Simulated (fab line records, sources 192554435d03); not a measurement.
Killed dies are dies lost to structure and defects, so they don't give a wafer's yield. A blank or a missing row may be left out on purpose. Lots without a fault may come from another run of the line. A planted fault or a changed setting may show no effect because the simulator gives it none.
Split-lot experiment | flow n5_finfet | 7 lots, 21 wafers read, on a route of 1938 steps

THE SPLIT
At N5_MOL_CONTACT_COAG_COAT_103 (time 60 s, resist thk 80 nm), the setting spin_rpm was moved away from the recipe's 1500 rpm on 7 of the 21 wafers read, by -9.9% to +7.7%. The other wafers ran this setting at the recipe's value.

FROM THE SPLIT TO THE READING: what the file shows between them, 6 steps
- N5_MOL_CONTACT_COAG_EXPOSE_05: exposes mask CA, defocus 0 nm (also split here: dose_mj)
- N5_MOL_CONTACT_COAG_PEB_06: peb time 60 s
- N5_MOL_CONTACT_COAG_DEVELOP_07: develop time 30 s
- N5_MOL_CONTACT_COAG_DESCUM_13: chemistry O2, time 7 s
- N5_MOL_CONTACT_COAG_ETCH_59: etches underlayer in N2/H2, target depth 13 nm, time 10.4 s
- N5_MOL_CONTACT_COAG_ETCH_105: etches SiARC in CF4, target depth 15.6 nm, time 26 s (also split here: bias_w)

THE READING
etch.depth_nm (the simulator's own value, which no gauge read), in nm, at N5_MOL_CONTACT_COAG_ETCH_106 (etches SOC in N2/H2, target depth 80 nm, overetch 16 nm, time 120 s). The file gives no usual value for it. The 14 wafers here that ran the recipe average 80.18 nm, standard deviation 0.17 nm.

wafer  | tool, chamber at the split | spin_rpm as run, rpm | against the recipe | etch.depth_nm, nm | against lot-mates on the recipe
L075.1 | litho_track-02, 0          | 1500                 | recipe             | 80.1              | -
L075.2 | litho_track-02, 0          | 1500                 | recipe             | 80.04             | -
L075.4 | litho_track-02, 0          | 1500                 | recipe             | 80.13             | -
L080.3 | litho_track-05, 0          | 1500                 | recipe             | 80.21             | -
L080.5 | litho_track-05, 0          | 1500                 | recipe             | 80.04             | -
L080.6 | litho_track-05, 0          | 1500                 | recipe             | 80.24             | -
L082.1 | litho_track-02, 0          | 1500                 | recipe             | 80.41             | -
L082.3 | litho_track-02, 0          | 1500                 | recipe             | 80.33             | -
L082.4 | litho_track-02, 0          | 1608                 | +7.2%              | 77.68             | -2.69
L084.2 | litho_track-02, 0          | 1615                 | +7.7%              | 77.24             | -3.04
L084.3 | litho_track-02, 0          | 1500                 | recipe             | 80.28             | -
L084.4 | litho_track-02, 0          | 1615                 | +7.7%              | 77.3              | -2.98
L091.1 | litho_track-02, 0          | 1500                 | recipe             | 80                | -
L091.3 | litho_track-02, 0          | 1363                 | -9.1%              | 83.88             | +3.88
L091.6 | litho_track-02, 0          | 1363                 | -9.1%              | 83.88             | +3.88
L092.1 | litho_track-05, 0          | 1351                 | -9.9%              | 84.17             | +4.39
L092.5 | litho_track-05, 0          | 1351                 | -9.9%              | 84.46             | +4.68
L092.6 | litho_track-05, 0          | 1500                 | recipe             | 79.78             | -
L095.3 | litho_track-03, 0          | 1500                 | recipe             | 80.3              | -
L095.4 | litho_track-03, 0          | 1500                 | recipe             | 80.37             | -
L095.6 | litho_track-03, 0          | 1500                 | recipe             | 80.28             | -

THE FIT
A straight line over all 21 wafers: etch.depth_nm changes by -0.396 nm for each +1% of spin_rpm; r = -1.00; the points scatter about the line by 0.18 nm.
The same after taking each lot's own level away (the mean of its wafers on the recipe; 21 wafers): -0.422 nm for each +1%; r = -1.00; scatter 0.15 nm.
On that fit, the largest move of spin_rpm shifts the reading by 4.2 nm.
The lots' own levels span 79.780 to 80.370 nm, that is 3.5 times the standard deviation above.
So the lot-to-lot level changes the slope little: the two slopes agree.
Check: with one of the wafers moved furthest among these (-9.9%) left out of the fit, the line predicts +4.24 nm for it against its lot-mates. It came out at +4.39 nm against them.

OTHER SPLITS ON THESE WAFERS
These wafers also went through other splits before the reading. Each is held against what the fit with the lots' levels taken away leaves over:
other split on the same wafers        | wafers away from the commonest value | r with etch.depth_nm (lot level and that fit taken away)
N5_SD_EPI_P_PEB_07 peb_time_s         | 2                                    | +0.02
N5_SDB_COAT_04 spin_rpm               | 7                                    | -0.07
N5_SDB_COAT_05 spin_rpm               | 7                                    | +0.03
N5_HKMG_FIN_ETCH_35 source_w          | 3                                    | +0.12
N5_HKMG_FIN_COAT_66 spin_rpm          | 8                                    | -0.15
N5_MOL_CONTACT_COAG_EXPOSE_05 dose_mj | 5                                    | +0.34
N5_MOL_CONTACT_COAG_ETCH_105 bias_w   | 8                                    | -0.17

THE WHOLE CHAIN: every reading that the file lists as answering this split, in the file's order
step                         | what it does                                                        | reading                                                                                  | change (the file's fit)               | r (the file's)
N5_MOL_CONTACT_COAG_COAT_103 | time 60 s, resist thk 80 nm                                         | SOC_of_MOL_CONTACT_COAG_COAT_103.thk_nm (the simulator's own value, which no gauge read) | -0.419 nm for each +1% of the setting | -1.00
N5_MOL_CONTACT_COAG_ETCH_106 | etches SOC in N2/H2, target depth 80 nm, overetch 16 nm, time 120 s | etch.depth_nm (the simulator's own value, which no gauge read)                           | -0.42 nm for each +1% of the setting  | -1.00

THE FILE'S OWN FIT
etch.depth_nm changes by -0.42 nm for each +1% of spin_rpm, r = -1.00.
